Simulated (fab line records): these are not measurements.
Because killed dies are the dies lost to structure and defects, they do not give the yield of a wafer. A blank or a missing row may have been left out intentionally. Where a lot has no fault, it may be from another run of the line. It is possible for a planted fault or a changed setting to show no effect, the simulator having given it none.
Comparing a struck lot with a sound one / flow nandHarc / 15 steps out of a route of 1302
Sound: these wafers, L342.1, L342.3, L342.6. Struck: wafer L351.5 (left out: L351.6, a lot-mate that was not struck); the cause follows at the end.
For every step that has rows: the tool of each side, followed by ch and its chambers, followed by its first start. Under that, the readings that differ: sound wafers / struck wafers / difference of the means / sigmas: that difference in standard deviations of wafers without a fault.
alike: readings whose means differ by less than 2 such deviations, and words and numbers that are the same on both sides. not compared: withheld readings, readings that some wafer has no value for, bounds like >300 that may hide the same value, and numbers for which the record gives no deviation and whose values overlap.
The two part at a step that has a row with sigmas, a row that says differs or no value, or rows on one side only. Numbers that don't overlap but have no deviation are shown without sigmas and don't part them. A reading that every wafer of one side lacks parts them only if that side has two wafers or more.

NHARC_A_CHANNEL_HOLE_D2_STRIP_28: strips in O2.
  sound on rieDiel-12 ch 0,1,2; struck on rieDiel-01 ch 2
  alike: chamberPressureMTorr, drypumpMotorCurrentA, oesProductAu, rfVppV, showerheadPlenumPTorr, throttleValvePct
  not compared: rfHoursCounterH
then, 2 steps without rows for these wafers: NHARC_A_CHANNEL_HOLE_D2_PRECLEAN_29 (cleans in SC1); NHARC_A_CHANNEL_HOLE_D2_SRD_30.
NHARC_A_CHANNEL_HOLE_D2_CD_MEAS_31:
  struck on cdSem-02, day 17 16:26; sound on cdSem-02, day 13 07:02
  alike: cdNm
NHARC_A_CHANNEL_HOLE_D2_XSEM_32:
  sound on xsem-01 ch 0, day 13 07:07; struck on xsem-01 ch 0, day 17 16:32
  alike: botCdNm, bowNm, tiltDeg
NHARC_A_CHANNEL_HOLE_D2_INSPECT_40:
  struck on defectInspect-02, day 17 16:37; sound on defectInspect-02, day 13 07:13
  alike: rawDefectCount
then, 2 steps without rows for these wafers: NHARC_A_CHANNEL_FILL_D2_PRECLEAN_00 (cleans in SC1); NHARC_A_CHANNEL_FILL_D2_SRD_01.
NHARC_A_CHANNEL_FILL_D2_ALD_02: deposits SiO2, target thk 6 nm, pulse time 10 s, ald cycles 60.
  sound on aldHk-03 ch 0,3, day 13 07:25; struck on aldHk-01 ch 2, day 17 17:06
  alike: heaterPowerW, precursorPulseHeightRel
  not compared: aldCycles, sinceWetCleanH
NHARC_A_CHANNEL_FILL_D2_ALD_03: deposits SiNx, target thk 6 nm, pulse time 60 s, ald cycles 58.
  sound on aldSinBatch-01 ch 0; struck on aldSinBatch-03 ch 0
  alike: precursorPulseHeightRel
  not compared: aldCycles
NHARC_A_CHANNEL_FILL_D2_ALD_14: deposits SiO2, target thk 2.5 nm, pulse time 10 s, ald cycles 25.
  sound on aldHk-03 ch 0,1,3, day 13 15:07; struck on aldHk-01 ch 2, day 17 23:59
  alike: heaterPowerW, precursorPulseHeightRel
  not compared: aldCycles, sinceWetCleanH
then, 1 step without rows for these wafers: NHARC_A_CHANNEL_FILL_D2_ALD_15 (deposits SiNx, target thk 2 nm, pulse time 60 s, ald cycles 19).
NHARC_A_CHANNEL_FILL_D2_ALD_16: deposits SiO2, target thk 1.5 nm, pulse time 10 s, ald cycles 15.
  sound on aldHk-01 ch 0,1,2, day 13 23:33; struck on aldHk-01 ch 2, day 18 08:47
reading=aldCycles; sound=15 15 15; struck=17; difference=+2; sigmas=
  alike: heaterPowerW, precursorPulseHeightRel
  not compared: sinceWetCleanH
then, 1 step without rows for these wafers: NHARC_A_CHANNEL_FILL_D2_ANNEAL_17 (time 1800 s).
-- record jumps: 10 days between struck wafers' starts before vs after; left off in module A_CHANNEL_FILL_D2, resumes in module END, first step shown is number 1302 of the route --
NHARC_END_SORT_01:
  the record has rows for the struck wafers here (prober-02 ch 0, day 28 14:02) and none for the sound ones

WHERE THEY PART
Within this record, at NHARC_END_SORT_01 only.

WHY: what the simulator had put in
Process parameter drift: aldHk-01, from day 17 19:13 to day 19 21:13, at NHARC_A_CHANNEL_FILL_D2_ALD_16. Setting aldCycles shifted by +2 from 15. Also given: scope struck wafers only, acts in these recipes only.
